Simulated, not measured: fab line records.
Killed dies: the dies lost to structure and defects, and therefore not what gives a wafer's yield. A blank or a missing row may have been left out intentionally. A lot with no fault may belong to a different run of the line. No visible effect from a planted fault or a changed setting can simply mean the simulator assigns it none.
Matching of chambers    flow n5_finfet    N5_GATE_CUT_SAC_CAP_01 on ald_sin-02: 4 sister chambers
The step material SiNx, target thk 24 nm, pulse time 1 s, ald cycles 480. 22 wafers are shown with their chamber, then 11 later ones without.

WAFERS PAIRED WITH THEIR CHAMBERS
wafer   chamber  heater_power_w (W)  precursor_pulse_height_rel
L077.3  2        839                 0.999
L077.5  1        828                 0.990
L077.6  0        702                 0.985
L080.2  0        711                 1.028
L080.3  1        848                 0.988
L080.5  3        846                 0.990
L087.2  1        830                 0.996
L087.3  2        848                 0.980
L087.5  3        845                 0.980
L088.3  2        845                 1.029
L088.5  1        834                 1.025
L088.6  2        825                 0.998
L090.2  2        851                 0.967
L090.3  1        836                 1.016
L090.4  3        819                 0.989
L091.1  3        833                 1.010
L091.2  2        837                 1.013
L091.4  1        842                 0.996
L092.1  3        825                 0.981
L092.2  1        836                 1.020
L092.3  2        845                 1.013
L095.2  3        841                 1.006

SIGNATURES (averages over the wafers above)
reading                     chamber 0  chamber 1  chamber 2  chamber 3  scatter within a chamber
heater_power_w              706.50     836.29     841.43     834.83     8.81
precursor_pulse_height_rel  1.00650    1.00443    0.99986    0.99267    0.018
Rule: a wafer lies at a distance from a chamber equal to the root of the sum of squares, over the readings, of (its reading less the chamber's mean, divided by the reading's scatter). The wafer belongs to the nearest chamber; if the next one is less than 2 further off, it can't be placed. The scatter: take each reading less its chamber's mean, square it, sum over the shown wafers, divide by the number of wafers less the number of chambers, and take the root.

WAFERS WITHOUT THEIR CHAMBER
wafer   heater_power_w (W)  precursor_pulse_height_rel
L095.3  837                 1.017
L095.6  829                 0.997
L096.1  815                 1.020
L096.2  853                 1.001
L096.3  855                 0.986
L096.4  713                 1.021
L096.5  857                 1.025
L096.6  700                 0.997
L097.3  838                 0.986
L097.5  705                 1.007
L097.6  815                 0.965

CHAMBER TAKEN BY EACH
wafer   from the rows above           in truth
L095.3  can't be placed: 1 or 2 or 3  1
L095.6  can't be placed: 3 or 1 or 2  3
L096.1  can't be placed: 1 or 3 or 2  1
L096.2  can't be placed: 2 or 1 or 3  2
L096.3  can't be placed: 2 or 3 or 1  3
L096.4  0                             0
L096.5  can't be placed: 2 or 1 or 3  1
L096.6  0                             0
L097.3  can't be placed: 3 or 2 or 1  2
L097.5  0                             0
L097.6  can't be placed: 3 or 1 or 2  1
Correctly placed: 3 of 11. Can't be placed from these rows: 8 (the true chamber is among the candidates in 8). Placed wrongly: 0.
